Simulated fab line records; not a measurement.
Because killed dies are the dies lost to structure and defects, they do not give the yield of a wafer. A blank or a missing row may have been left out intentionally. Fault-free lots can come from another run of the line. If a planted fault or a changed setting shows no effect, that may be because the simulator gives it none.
fab line records	flow n5Finfet
[record] lots = 8	wafers = 24	lastDay = 18
route steps=1938 shown BEOL_M1@751 BEOL_M4@1111 PASSIVATION@1936
lots that met no fault: taken from a fault-free run of the same line
startH: hours from the record's opening day to when the first of the lot's shown wafers began	waitH: how many hours have passed since the lot's step before this one	" unchanged from the row above	L1.1+2: a single row standing in for several wafers	- either no value or no given start	* or withheld: withheld	< > ~ a bound
route shown NAME@n: names a module that has steps shown in the file, with the first one's number in the route	usual: mean/standard deviation taken from wafers without a fault	same: alike in all rows	chamber/n: place in a boat	sites: the reading at each site	_std_site: the standard deviation of these	_edge_site: the outer-site mean with the inner-site mean subtracted	radiusMm: how far each site lies from the wafer's centre	mask NAME#n: copy n	behind: tool/chamber where the wafer was last shaped	hold: why the lot was held/for how many hours/how that ended	device: transistor that didn't switch, given as n, p or np	end of line: tests of these same wafers at the route's end	for a step that has no rows: nothing shown but its recipe	killed: dies lost to structure and defects at the first sort, not the wafer's yield	map: shows each die of a wafer: x if killed, . if not, _ if none is there
set.NAME: the setting as run; set.NAME@STEP: as run at that earlier step	model.NAME: the simulator's own value behind a step, which no gauge read
one table for each step of the route and one row for each wafer, over a sample of lots
services: the hour from which a tool's chamber was out of use, counted from the record's first day as startH (under 0 if before that day), plus the number of hours and why
[[steps]]
[step N5_BEOL_M1_ILD_DEP_00]
[recipe] material = SiOC	targetThkA = 790	tempC = 350	precursor = DEMS/O2	pressureTorr = 5	rfW = 500	timeS = 15.3
[usual] heaterPowerW = 509/110	showerheadPlenumPTorr = 5.699/0.016	showerheadVppV = 1374/85	throttleValvePct = 12.0/0.34
lot.wafer	tool	chamber	startH	waitH	heaterPowerW	showerheadPlenumPTorr	showerheadVppV	throttleValvePct
L211.2	pecvd-02	0	161.35	0.0	664	5.678	1519	12.3
L211.4	"	1	"	"	627	5.688	1309	11.2
L211.5	"	2	"	"	521	5.698	1302	12.2
L214.3	pecvd-04	0	186.99	0.0	442	5.705	1197	11.7
L214.5	"	0	"	"	448	5.715	1209	11.8
L214.6	"	2	"	"	453	5.672	1404	12.0
L215.1	pecvd-03	2	192.20	0.0	341	5.679	1323	12.2
L215.3	"	0	"	"	504	5.723	1395	12.0
L215.5	"	2	"	"	332	5.686	1350	12.5
L216.1	pecvd-02	2	202.72	0.0	496	5.711	1315	12.1
L216.2	"	0	"	"	599	5.698	1529	12.3
L216.3	"	1	"	"	760	5.688	1301	11.5
L217.1	pecvd-02	1	210.75	0.0	633	5.697	1296	11.6
L217.3	"	0	"	"	554	5.690	1519	12.5
L217.4	"	1	"	"	647	5.687	1310	11.4
L218.1	pecvd-02	2	213.33	0.0	536	5.708	1311	12.3
L218.4	"	1	"	"	726	5.706	1309	11.5
L218.5	"	2	"	"	499	5.713	1330	12.1
L225.2	pecvd-03	0	245.83	0.0	511	5.716	1396	12.2
L225.3	"	1	"	"	477	5.694	1373	12.1
L225.4	"	2	"	"	356	5.663	1342	11.5
L226.3	pecvd-02	2	253.08	0.0	502	5.721	1287	12.2
L226.5	"	1	"	"	740	5.693	1340	11.4
L226.6	"	0	"	"	628	5.696	1529	12.3
[step N5_BEOL_M1_CD_MEAS_11]
[recipe] targetCdNm = 17.05	landingEnergyEv = 500	detector = seInlens	polarity = opening
[usual] cdNm = 17.09/0.22
[same] landingEnergyEv = 500
lot.wafer	tool	chamber	startH	waitH	cdNm
L211.2	cdSem-03	0	162.56	-	16.58
L211.4	"	0	"	"	17.27
L211.5	"	0	"	"	17.18
L214.3	cdSem-01	0	187.55	-	17.33
L214.5	"	0	"	"	17.34
L214.6	"	0	"	"	17.03
L215.1	cdSem-01	0	193.80	-	16.82
L215.3	"	0	"	"	17.38
L215.5	"	0	"	"	17.02
L216.1	cdSem-01	0	203.26	-	17.12
L216.2	"	0	"	"	17.15
L216.3	"	0	"	"	16.78
L217.1	cdSem-03	0	211.91	-	16.93
L217.3	"	0	"	"	16.80
L217.4	"	0	"	"	17.26
L218.1	cdSem-03	0	214.02	-	17.24
L218.4	"	0	"	"	16.98
L218.5	"	0	"	"	17.25
L225.2	cdSem-02	0	247.32	-	16.96
L225.3	"	0	"	"	17.17
L225.4	"	0	"	"	17.02
L226.3	cdSem-02	0	255.60	-	17.41
L226.5	"	0	"	"	16.88
L226.6	"	0	"	"	16.97
[step N5_BEOL_M1_ETCH_74]
[recipe] chemistry = N2/H2	target = underlayer	targetDepthA = 65	maskMaterial = CAR-EUV	timeS = 5.2	ionEnergyEv = 200	pressureMtorr = 30	sourceW = 840	biasW = 150	n2FlowSccm = 200	h2FlowSccm = 200	ends = cleared
[usual] drypumpMotorCurrentA = 5.8/0.46	etchRfOnTimeS = 5.17/0.12	oesProductAu = 0.69/0.077	rfVppV = 522.4/1.8	showerheadPlenumPTorr = 2.49/0.048	throttleValvePct = 17.88/0.26
lot.wafer	tool	chamber	startH	waitH	drypumpMotorCurrentA	etchRfOnTimeS	oesProductAu	rfHoursCounterH	rfVppV	showerheadPlenumPTorr	throttleValvePct
L211.2	rieDiel-01	1	162.72	0.0	5.8	5.17	0.75	59	524.3	2.46	17.50
L211.4	"	1	"	"	5.9	5.12	0.75	-	521.3	2.46	17.49
L211.5	"	0	"	"	6.1	5.17	0.80	-	522.9	2.49	17.61
L214.3	rieDiel-01	3	187.70	0.0	6.7	5.05	0.65	156	522.9	2.55	17.87
L214.5	"	3	"	"	6.7	5.00	0.65	-	525.1	2.55	17.88
L214.6	"	0	"	"	6.1	5.17	0.77	-	523.9	2.49	17.63
L215.1	rieDiel-03	3	194.64	0.0	5.0	5.21	0.61	213	519.2	2.41	17.96
L215.3	"	1	"	"	5.7	5.27	0.59	236	521.6	2.51	18.42
L215.5	"	0	"	"	6.0	5.23	0.78	-	524.5	2.59	17.94
L216.1	rieDiel-01	3	203.42	0.0	6.7	5.01	0.65	161	525.5	2.54	17.89
L216.2	"	0	"	"	6.1	5.10	0.78	24	522.2	2.48	17.64
L216.3	"	2	"	"	6.0	4.98	0.79	16	522.2	2.50	18.02
L217.1	rieDiel-01	2	212.07	0.0	6.1	5.02	0.79	18	520.8	2.50	18.00
L217.3	"	0	"	"	6.1	5.16	0.77	26	521.5	2.48	17.65
L217.4	"	3	"	"	6.7	5.02	0.63	163	522.9	2.54	17.90
L218.1	rieDiel-06	2	214.24	0.0	5.8	5.13	0.63	188	524.0	2.52	18.01
L218.4	"	1	"	"	5.3	5.36	0.60	216	521.0	2.42	17.94
L218.5	"	1	"	"	5.3	5.39	0.60	-	520.8	2.42	17.91
L225.2	rieDiel-06	0	247.47	0.0	6.2	5.31	0.70	70	521.8	2.47	17.59
L225.3	"	1	"	"	5.3	5.36	0.59	224	520.8	2.42	17.96
L225.4	"	3	"	"	5.0	5.15	0.62	-	520.3	2.42	17.98
L226.3	rieDiel-01	2	256.33	0.0	6.1	4.99	0.76	34	522.0	2.49	18.05
L226.5	"	2	"	"	6.0	4.98	0.77	-	521.9	2.49	18.04
L226.6	"	3	"	"	6.7	4.96	0.63	-	523.0	2.54	17.92
[step N5_BEOL_M1_STRIP_19]
[recipe] chemistry = O2	powerW = 400	tempC = 40	pressureMtorr = 30	rfFrequencyHz = 6e+07	biasPowerW = 0	overashFraction = 0.2	o2FlowSccm = 225
[usual] biasPowerW = 0/0	chamberPressureMTorr = 30.000/0.026	drypumpMotorCurrentA = 5.8/0.47	o2FlowSccm = 225.0/0.68	oesProductAu = 0.80/0.088	rfVppV = 3.7/0.53	showerheadPlenumPTorr = 2.05/0.055	throttleValvePct = 16.71/0.26
lot.wafer	tool	chamber	startH	waitH	biasPowerW	chamberPressureMTorr	drypumpMotorCurrentA	o2FlowSccm	oesProductAu	rfHoursCounterH	rfVppV	showerheadPlenumPTorr	throttleValvePct
L211.2	rieDiel-06	0	163.04	0.1	0	30.037	6.2	224.7	0.87	44	3.9	2.04	16.34
L211.4	"	1	"	"	0	29.982	5.3	225.4	0.72	203	4.3	1.98	16.44
L211.5	"	2	"	"	0	29.965	5.8	224.8	0.74	-	2.9	2.11	17.03
L214.3	rieDiel-06	1	188.12	0.1	-	-	-	-	-	-	-	-	-
L214.5	"	0	"	"	-	-	-	-	-	-	-	-	-
L214.6	"	1	"	"	-	-	-	-	-	-	-	-	-
L215.1	rieDiel-01	1	194.97	0.1	-	-	-	-	-	-	-	-	-
L215.3	"	2	"	"	-	-	-	-	-	-	-	-	-
L215.5	"	0	"	"	-	-	-	-	-	-	-	-	-
L216.1	rieDiel-01	3	203.75	0.1	-	-	-	-	-	-	-	-	-
L216.2	"	0	"	"	-	-	-	-	-	-	-	-	-
L216.3	"	2	"	"	-	-	-	-	-	-	-	-	-
L217.1	rieDiel-06	1	212.39	0.1	0	29.947	5.3	224.5	0.71	215	3.9	1.97	16.47
L217.3	"	3	"	"	0	30.007	5.0	226.1	0.73	180	3.1	1.99	16.74
L217.4	"	0	"	"	0	30.007	6.2	224.9	0.86	57	3.4	2.04	16.36
L218.1	rieDiel-06	2	214.83	0.3	0	30.078	5.8	224.6	0.73	188	4.1	2.10	17.03
L218.4	"	1	"	"	0	29.958	5.3	223.9	0.71	216	4.0	1.97	16.47
L218.5	"	0	"	"	0	30.014	6.2	225.9	0.85	-	4.6	2.04	16.39
L225.2	rieDiel-06	0	247.85	0.1	0	29.988	6.2	225.6	0.84	70	4.3	2.03	16.40
L225.3	"	3	"	"	0	29.990	5.0	224.4	0.73	193	3.4	1.98	16.77
L225.4	"	1	"	"	0	30.003	5.3	224.6	0.71	-	2.9	1.97	16.48
L226.3	rieDiel-01	1	256.82	0.2	0	30.010	5.9	225.4	0.84	89	4.0	2.01	16.39
L226.5	"	2	"	"	0	29.987	6.1	224.3	0.87	-	4.0	2.06	16.73
L226.6	"	1	"	"	0	30.034	5.9	224.4	0.84	-	4.2	2.01	16.39
[step N5_BEOL_M1_ETCH_70]
[recipe] chemistry = N2/H2	target = SOC	targetDepthA = 800	overetchA = 160	maskMaterial = SiARC	tempC = 40	timeS = 120	ionEnergyEv = 200	pressureMtorr = 30	sourceW = 840	biasW = 150	n2FlowSccm = 200	h2FlowSccm = 200
[usual] drypumpMotorCurrentA = 5.8/0.48	oesProductAu = 0.61/0.064	rfVppV = 522.5/1.6	showerheadPlenumPTorr = 2.49/0.05	throttleValvePct = 17.87/0.25
lot.wafer	tool	chamber	startH	waitH	drypumpMotorCurrentA	oesProductAu	rfHoursCounterH	rfVppV	showerheadPlenumPTorr	throttleValvePct
L211.2	rieDiel-03	0	164.47	0.0	6.0	0.70	24	524.8	2.60	17.88
L211.4	"	2	"	"	5.6	0.56	186	523.9	2.53	18.17
L211.5	"	0	"	"	6.0	0.70	-	525.7	2.60	17.87
L214.3	rieDiel-01	0	189.23	0.0	6.1	0.92	20	524.0	2.49	17.64
L214.5	"	1	"	"	5.9	0.88	-	522.1	2.46	17.50
L214.6	"	2	"	"	6.0	0.95	-	522.0	2.50	18.00
L215.1	rieDiel-01	0	198.33	0.0	6.1	0.92	23	522.3	2.48	17.64
L215.3	"	2	"	"	6.1	0.95	15	524.3	2.50	18.00
L215.5	"	1	"	"	5.9	0.86	-	521.5	2.45	17.52
L216.1	rieDiel-06	1	204.55	0.0	5.3	0.70	212	521.8	2.42	17.91
L216.2	"	2	"	"	5.8	0.74	185	524.0	2.52	17.98
L216.3	"	0	"	"	6.2	0.84	55	520.6	2.48	17.57
L217.1	rieDiel-03	2	213.51	0.0	5.6	0.56	200	522.2	2.52	18.21
L217.3	"	1	"	"	5.7	0.52	242	522.2	2.51	18.40
L217.4	"	3	"	"	5.0	0.54	218	519.3	2.41	17.93
L218.1	rieDiel-03	2	216.40	0.0	5.6	0.55	201	523.6	2.52	18.20
L218.4	"	3	"	"	5.0	0.54	219	520.6	2.41	17.94
L218.5	"	3	"	"	5.0	0.54	-	520.9	2.41	17.95
L225.2	rieDiel-01	2	250.55	0.0	6.1	0.67	32	522.3	2.50	18.00
L225.3	"	0	"	"	6.1	0.67	39	523.9	2.48	17.61
L225.4	"	3	"	"	6.7	0.55	177	524.0	2.54	17.88
L226.3	rieDiel-06	2	263.84	0.0	5.8	0.55	200	524.0	2.51	18.00
L226.5	"	0	"	"	6.2	0.63	-	524.3	2.47	17.59
L226.6	"	3	"	"	5.0	0.55	-	519.3	2.41	17.97
[step N5_BEOL_M4_RC_MEAS_101]
[usual] DIBL_N = 35.8/1.8	DIBL_P = 35.9/2.2	IOFF_N = 0.16/0.035	IOFF_P = 0.21/0.04	ION_N = 672/11	ION_P = 461/7.4	SS_N = 71.4/0.64	SS_P = 73.2/0.67	VT_N = 250/3.5	VT_P = -251/3.4
lot.wafer	tool	chamber	startH	waitH	DIBL_N[mV/V]	DIBL_P[mV/V]	IOFF_N[nA/um]	IOFF_P[nA/um]	ION_N[uA/um]	ION_P[uA/um]	SS_N[mV/dec]	SS_P[mV/dec]	VT_N[mV]	VT_P[mV]
L211.2	prober-01	0	209.22	0.2	36.0	35.7	0.15	0.20	665	462	71.5	72.8	254	-250
L211.4	"	0	"	"	39.2	39.2	0.21	0.27	683	468	72.0	74.2	251	-248
L211.5	"	0	"	"	38.9	39.0	0.20	0.25	676	470	72.2	73.1	248	-250
L217.1	prober-02	0	256.39	0.0	35.2	34.5	0.14	0.18	667	459	70.5	72.1	252	-250
L217.3	"	0	"	"	37.3	37.3	0.16	0.22	684	467	71.4	72.6	250	-250
L217.4	"	0	"	"	37.5	38.5	0.18	0.25	682	465	71.2	73.1	246	-249
L218.1	prober-02	0	259.85	0.0	34.3	34.6	0.13	0.21	658	462	71.3	73.0	253	-249
L218.4	"	0	"	"	37.1	38.2	0.19	0.28	664	464	71.2	73.7	247	-246
L218.5	"	0	"	"	35.0	35.8	0.15	0.23	669	470	70.5	72.3	249	-246
L225.2	prober-01	0	287.94	0.2	37.1	37.8	0.17	0.21	679	458	72.1	74.1	246	-251
L225.3	"	0	"	"	36.5	36.8	0.15	0.20	674	468	71.4	73.9	251	-255
L225.4	"	0	"	"	33.7	32.5	0.11	0.15	660	454	70.9	72.8	255	-255
L226.3	prober-02	0	309.15	0.3	35.9	34.6	0.14	0.20	676	467	70.8	73.0	249	-252
L226.5	"	0	"	"	35.5	34.3	0.14	0.20	683	466	71.0	72.3	249	-251
L226.6	"	0	"	"	35.3	33.3	0.12	0.19	669	464	70.5	72.7	254	-252
[step N5_PASSIVATION_PROBE_49]
[usual] defectLimitedYield = 91.0/1.5	killed_at_M0_to_M3 = 34/9.1	killed_at_M4_up = 14/5.7	killedAtContacts = 13/5.7	killedAtFrontEnd = 42/12	killedAtOther = 4/3.4	killedDies = 106/17	killedOnRim = 14/4.3	killedOpen = 70/13	killedShort = 34/7.5	sort_bin_5_function = 5.2/0.94	sort_bin_6_memory = 3.4/0.69	sortNPass = 1074/17	sortYieldPct = 91.0/1.5
[same] grossDies = 1180	killedAtBackSide = 0	sort_bin_4_leakage[%] = 0	sort_bin_8_speed[%] = 0
lot.wafer	tool	chamber	startH	waitH	defectLimitedYield[%]	killed_at_M0_to_M3	killed_at_M4_up	killedAtContacts	killedAtFrontEnd	killedAtOther	killedDies	killedOnRim	killedOpen	killedShort	sort_bin_5_function[%]	sort_bin_6_memory[%]	sortNPass	sortYieldPct[%]
L214.3	prober-02	-	333.64	0.1	0	1104	24	11	22	19	1180	152	60	36	95.9	3.9	0	0
L214.5	prober-02	-	333.74	0.2	0	1088	31	15	38	8	1180	152	75	38	94.8	4.3	0	0
L214.6	prober-02	-	333.79	0.3	0	1088	21	14	50	7	1180	152	73	50	94.4	5.2	0	0
L215.1	prober-01	-	333.81	0.0	0	1129	5	13	29	4	1180	152	56	31	96.9	2.7	0	0
L215.3	prober-01	-	333.91	0.1	0	1119	7	13	38	3	1180	152	63	35	95.8	3.9	0	0
L215.5	prober-01	-	334.01	0.2	0	1083	4	27	52	14	1180	152	75	37	94.2	5.3	0	0
L216.1	prober-01	-	351.56	0.0	0	1134	9	8	27	2	1180	152	65	31	95.8	3.6	0	0
L216.2	prober-01	-	351.61	0.1	0	1110	10	13	46	1	1180	152	63	34	95.0	4.7	0	0
L216.3	prober-01	-	351.66	0.1	0	1106	6	10	55	3	1180	152	69	37	95.5	3.9	0	0
// killed by level:class
L214.3 BEOL_M1:areaEtch=1059 BEOL_M1:plasmaStripResidue=25 MOL_CONTACT_COAG:geometricParticle:open=11 BEOL_M4:geometricParticle:open=10 GATE_CUT:geometricParticle:short=8 BEOL_M0_SAQP:geometricParticle:open=6 BEOL_M3:geometricParticle:open=6 BEOL_M4:geometricParticle:short=6
L214.5 BEOL_M1:areaEtch=1035 BEOL_M1:plasmaStripResidue=29 BEOL_M4:geometricParticle:open=18 MOL_CONTACT_COAG:geometricParticle:open=10 STI_FIN_REVEAL:geometricParticle:open=8 BEOL_M0_SAQP:geometricParticle:open=8 FIN_SAQP:geometricParticle:short=6 BEOL_M0_SAQP:geometricParticle:short=6
L214.6 BEOL_M1:areaEtch=1035 BEOL_M1:plasmaStripResidue=18 BEOL_M4:geometricParticle:open=13 BEOL_M3:geometricParticle:open=12 FIN_SAQP:geometricParticle:short=11 MOL_CONTACT_COAG:geometricParticle:open=11 STI_FIN_REVEAL:geometricParticle:open=10 FIN_SAQP:geometricParticle:open=8
L215.1 BEOL_M1:areaEtch=1071 BEOL_M1:plasmaStripResidue=20 BEOL_M1:geometricParticle:open=13 MOL_CONTACT_COAG:geometricParticle:open=12 BEOL_M0_SAQP:geometricParticle:open=6 GATE_CUT:geometricParticle:short=5 BEOL_M0_SAQP:geometricParticle:short=5 BEOL_M1:geometricParticle:short=5
L215.3 BEOL_M1:areaEtch=1041 BEOL_M1:plasmaStripResidue=29 BEOL_M0_SAQP:geometricParticle:short=14 MOL_CONTACT_COAG:geometricParticle:open=11 BEOL_M1:areaAld=11 STI_FIN_REVEAL:geometricParticle:open=8 BEOL_M0_SAQP:geometricParticle:open=8 BEOL_M1:geometricParticle:open=5
L215.5 BEOL_M1:areaEtch=1038 BEOL_M1:plasmaStripResidue=27 MOL_CONTACT_COAG:geometricParticle:open=18 STI_FIN_REVEAL:geometricParticle:open=14 FIN_SAQP:geometricParticle:open=11 MOL_CONTACT_COAG:geometricParticle:short=9 BEOL_M0_SAQP:geometricParticle:open=8 FIN_SAQP:geometricParticle:short=4
L216.1 BEOL_M1:areaEtch=1055 BEOL_M1:plasmaStripResidue=29 BEOL_M2:geometricParticle:open=12 STI_FIN_REVEAL:geometricParticle:open=10 BEOL_M0_SAQP:geometricParticle:short=9 BEOL_M1:geometricParticle:open=8 MOL_CONTACT_COAG:geometricParticle:open=7 BEOL_M0_SAQP:geometricParticle:open=7
L216.2 BEOL_M1:areaEtch=1065 BEOL_M1:plasmaStripResidue=18 MOL_CONTACT_COAG:geometricParticle:open=11 STI_FIN_REVEAL:geometricParticle:open=10 BEOL_M2:geometricParticle:open=9 GATE_CUT:geometricParticle:short=8 GATE_CUT:geometricParticle:open=7 FIN_SAQP:geometricParticle:short=6
L216.3 BEOL_M1:areaEtch=1051 STI_FIN_REVEAL:geometricParticle:open=23 BEOL_M1:plasmaStripResidue=23 FIN_SAQP:geometricParticle:open=10 BEOL_M0_SAQP:geometricParticle:short=10 MOL_CONTACT_COAG:geometricParticle:open=9 BEOL_M0_SAQP:geometricParticle:open=9 FIN_SAQP:geometricParticle:short=6
[[services]]
tool	chamber	startH	hours	kind
pecvd-04	0	138.59	10.1	repair
rieDiel-01	2	143.72	-	clean
rieDiel-01	2	143.72	-	consumableReplace:focusRing
rieDiel-01	2	143.72	12.9	scheduledDown
rieDiel-01	2	143.72	12.9	ventCycle
pecvd-02	2	151.94	5.0	scheduledDown
rieDiel-01	3	161.64	11.6	repair
rieDiel-03	3	167.69	6.6	repair
pecvd-02	-	172.67	1.9	repair
pecvd-02	0	186.88	2.1	scheduledDown
rieDiel-06	-	193.26	2.8	pm
pecvd-03	2	207.63	5.5	scheduledDown
pecvd-02	-	217.46	14.6	pm
rieDiel-06	1	217.57	10.0	repair
pecvd-04	1	220.31	5.5	scheduledDown
rieDiel-03	3	222.21	10.9	repair
rieDiel-03	1	238.81	-	clean
rieDiel-03	1	238.81	-	consumableReplace:focusRing
rieDiel-03	1	238.81	25.4	scheduledDown
rieDiel-03	1	238.81	25.4	ventCycle
rieDiel-03	-	252.59	14.6	pm
pecvd-03	-	261.81	1.5	repair
[[key]]
[firstSign] step = N5_BEOL_M1_STRIP_19	reading = toolRecord	direction = missing
[effect] step = N5_BEOL_M1_ETCH_70	reading = oesProductAu	direction = up	sigmas = 3.9	usual = 0.61	struck = 0.86
[effect] step = N5_PASSIVATION_PROBE_49	reading = killed_at_M0_to_M3	direction = up	sigmas = 99+	usual = 34	struck = 1107
[moreKillsBornAt] N5_BEOL_M1_ETCH_70@rieDiel-01 = 6279	N5_BEOL_M1_ETCH_70@rieDiel-06 = 3171
metAt N5_BEOL_M1_STRIP_19
struckLots L214,L215,L216
laterRowsLeftOut L214.3,L214.5,L214.6,L215.1,L215.3,L215.5,L216.1,L216.2,L216.3
notActingAt N5_BEOL_M1_ILD_DEP_00,N5_BEOL_M1_CD_MEAS_11,N5_BEOL_M1_ETCH_74
onsetBetween 163.04 188.12
[fault] kind = skippedStepWhole	tool = rieDiel-01,rieDiel-06	chamber = -	onsetH = 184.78	steps = N5_BEOL_M1_STRIP_19	scope = struckLotsOnly
// laterRowsLeftOut: the simulator's readings of these wafers behind a module that went badly wrong aren't trusted and aren't shown, but for the sort
